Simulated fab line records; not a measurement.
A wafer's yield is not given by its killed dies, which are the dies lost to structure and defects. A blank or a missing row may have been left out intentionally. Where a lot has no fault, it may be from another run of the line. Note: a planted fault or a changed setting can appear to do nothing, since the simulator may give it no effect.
Chamber matching / flow n5 finfet / N5_BEOL_M13_ILD_DEP_00 on pecvd-01: 3 sister chambers
The step deposits SiOC from DEMS/O2, target thk 837.92 nm, time 166.4 s. 3 wafers are shown with their chamber, then 7 later ones without.

## WAFERS, EACH WITH ITS CHAMBER
wafer=L081.2; chamber=1; showerhead vpp V (V)=1432
wafer=L081.5; chamber=2; showerhead vpp V (V)=1319
wafer=L088.4; chamber=0; showerhead vpp V (V)=1472

## WAFERS WITHOUT THEIR CHAMBER
wafer=L088.6; showerhead vpp V (V)=1312
wafer=L090.3; showerhead vpp V (V)=1515
wafer=L090.5; showerhead vpp V (V)=1506
wafer=L090.6; showerhead vpp V (V)=1420
wafer=L096.1; showerhead vpp V (V)=1527
wafer=L096.2; showerhead vpp V (V)=1330
wafer=L096.3; showerhead vpp V (V)=1390

## EACH ONE'S CHAMBER
wafer=L088.6; from the rows above=2; in truth=2
wafer=L090.3; from the rows above=can't be placed: 0 or 1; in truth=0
wafer=L090.5; from the rows above=can't be placed: 0 or 1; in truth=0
wafer=L090.6; from the rows above=can't be placed: 1 or 0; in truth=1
wafer=L096.1; from the rows above=can't be placed: 0 or 1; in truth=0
wafer=L096.2; from the rows above=2; in truth=2
wafer=L096.3; from the rows above=can't be placed: 1 or 2 or 0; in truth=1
Placed correctly: 2 of 7. Can't be placed from these rows: 5 (the true chamber is among the candidates in 5). Placed wrongly: 0.
How it was worked out, from the rows above alone: a wafer's distance from a chamber is the root of the sum, over the readings, of the square of ((its reading less the chamber's mean) divided by the reading's scatter). If the next closest chamber is less than 2 further off than the closest, the wafer can't be placed; otherwise it belongs to the closest. Each chamber's mean is taken over the wafers shown for it. The scatter (one wafer shown for each chamber): square how far every hidden wafer sits from the nearest shown wafer, average those squares and take the square root.
